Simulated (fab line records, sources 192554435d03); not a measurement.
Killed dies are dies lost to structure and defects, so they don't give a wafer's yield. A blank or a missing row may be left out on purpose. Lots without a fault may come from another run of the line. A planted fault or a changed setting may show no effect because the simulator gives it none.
Split-lot experiment | flow n5_finfet | 7 lots, 21 wafers read, on a route of 1938 steps

THE SPLIT
At N5_BEOL_M5_COAT_59 (time 60 s, resist thk 60 nm), the setting spin_rpm was moved away from the recipe's 1500 rpm on 7 of the 21 wafers read, by -5.1% to +10.6%. The other wafers ran this setting at the recipe's value.

FROM THE SPLIT TO THE READING: what the file shows between them, 8 steps
- N5_BEOL_M5_COAT_60: time 60 s, resist thk 12 nm
- N5_BEOL_M5_COAT_71: time 60 s, resist thk 5 nm
- N5_BEOL_M5_ETCH_72: etches underlayer in N2/H2, target depth 6.5 nm, time 5.2 s
- N5_BEOL_M5_ETCH_61: etches SiARC in CF4, target depth 15.6 nm, time 26 s
- N5_BEOL_M5_ETCH_62: etches SOC in N2/H2, target depth 75 nm, overetch 15 nm, time 112.5 s
- N5_BEOL_M5_STRIP_63: strips in N2/H2
- N5_BEOL_M5_STRIP_73: strips in N2/H2
- N5_BEOL_M5_STRIP_64: strips in CF4

THE READING
SOC_of_BEOL_M5_COAT_59.thk_nm (the simulator's own value, which no gauge read), in nm, at N5_BEOL_M5_HM_OPEN_17 (chemistry Cl2/BCl3, target TiN, target depth 20 nm, overetch 6 nm). The file gives no usual value for it. The 14 wafers here that ran the recipe average 52.1 nm, standard deviation 0.21 nm.

wafer  | tool, chamber at the split | spin_rpm as run, rpm | against the recipe | SOC_of_BEOL_M5_COAT_59.thk_nm, nm | against lot-mates on the recipe
L076.1 | litho_track-03, 0          | 1659                 | +10.6%             | 49.4                              | -2.8
L076.4 | litho_track-03, 0          | 1500                 | recipe             | 52.2                              | -
L076.5 | litho_track-03, 0          | 1659                 | +10.6%             | 49.2                              | -3.0
L075.2 | litho_track-03, 0          | 1500                 | recipe             | 52.2                              | -
L075.3 | litho_track-03, 0          | 1500                 | recipe             | 52                                | -
L075.4 | litho_track-03, 0          | 1500                 | recipe             | 51.8                              | -
L078.1 | litho_track-03, 0          | 1500                 | recipe             | 51.8                              | -
L078.4 | litho_track-03, 0          | 1500                 | recipe             | 52                                | -
L078.6 | litho_track-03, 0          | 1500                 | recipe             | 52.2                              | -
L084.1 | litho_track-04, 0          | 1500                 | recipe             | 52.2                              | -
L084.2 | litho_track-04, 0          | 1500                 | recipe             | 52                                | -
L084.5 | litho_track-04, 0          | 1658                 | +10.5%             | 49                                | -3.1
L090.1 | litho_track-04, 0          | 1452                 | -3.2%              | 53.4                              | +1.4
L090.2 | litho_track-04, 0          | 1452                 | -3.2%              | 53                                | +1.0
L090.4 | litho_track-04, 0          | 1500                 | recipe             | 52                                | -
L094.1 | litho_track-02, 0          | 1500                 | recipe             | 52.2                              | -
L094.3 | litho_track-02, 0          | 1500                 | recipe             | 52.6                              | -
L094.5 | litho_track-02, 0          | 1500                 | recipe             | 52.2                              | -
L095.1 | litho_track-02, 0          | 1500                 | recipe             | 52.4                              | -
L095.2 | litho_track-02, 0          | 1424                 | -5.1%              | 53.8                              | +1.4
L095.6 | litho_track-02, 0          | 1424                 | -5.1%              | 54                                | +1.6

THE FIT
A straight line over all 21 wafers: SOC_of_BEOL_M5_COAT_59.thk_nm changes by -0.291 nm for each +1% of spin_rpm; r = -0.99; the points scatter about the line by 0.23 nm.
The same after taking each lot's own level away (the mean of its wafers on the recipe; 21 wafers): -0.289 nm for each +1%; r = -0.99; scatter 0.17 nm.
On that fit, the largest move of spin_rpm shifts the reading by 3.1 nm.
The lots' own levels span 52.00 to 52.40 nm, that is 1.9 times the standard deviation above.
So the lot-to-lot level changes the slope little: the two slopes agree.
Check: with one of the wafers moved furthest among these (+10.6%) left out of the fit, the line predicts -3.11 nm for it against its lot-mates. It came out at -2.8 nm against them.

OTHER SPLITS ON THESE WAFERS
These wafers also went through other splits before the reading. Each is held against what the fit with the lots' levels taken away leaves over:
other split on the same wafers    | wafers away from the commonest value | r with SOC_of_BEOL_M5_COAT_59.thk_nm (lot level and that fit taken away)
N5_BEOL_M3_ETCH_77 h2_flow_sccm   | 10                                   | +0.20
N5_BEOL_M4_ETCH_64 bias_w         | 9                                    | +0.31
N5_BEOL_M4_COAT_67 spin_rpm       | 8                                    | +0.00
N5_BEOL_M4_DEP_57 time_s          | 7                                    | +0.15
N5_BEOL_M5_HM_DEP_02 target_thk_a | 7                                    | +0.02

THE WHOLE CHAIN: every reading that the file lists as answering this split, in the file's order
step                  | what it does                                                          | reading                                                                        | change (the file's fit)               | r (the file's)
N5_BEOL_M5_COAT_59    | time 60 s, resist thk 60 nm                                           | SOC_of_BEOL_M5_COAT_59.thk_nm (the simulator's own value, which no gauge read) | -0.27 nm for each +1% of the setting  | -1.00
N5_BEOL_M5_ETCH_62    | etches SOC in N2/H2, target depth 75 nm, overetch 15 nm, time 112.5 s | etch.depth_nm (the simulator's own value, which no gauge read)                 | -0.277 nm for each +1% of the setting | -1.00
N5_BEOL_M5_HM_OPEN_17 | chemistry Cl2/BCl3, target TiN, target depth 20 nm, overetch 6 nm     | SOC_of_BEOL_M5_COAT_59.thk_nm (the simulator's own value, which no gauge read) | -0.289 nm for each +1% of the setting | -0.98

THE FILE'S OWN FIT
SOC_of_BEOL_M5_COAT_59.thk_nm changes by -0.289 nm for each +1% of spin_rpm, r = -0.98.
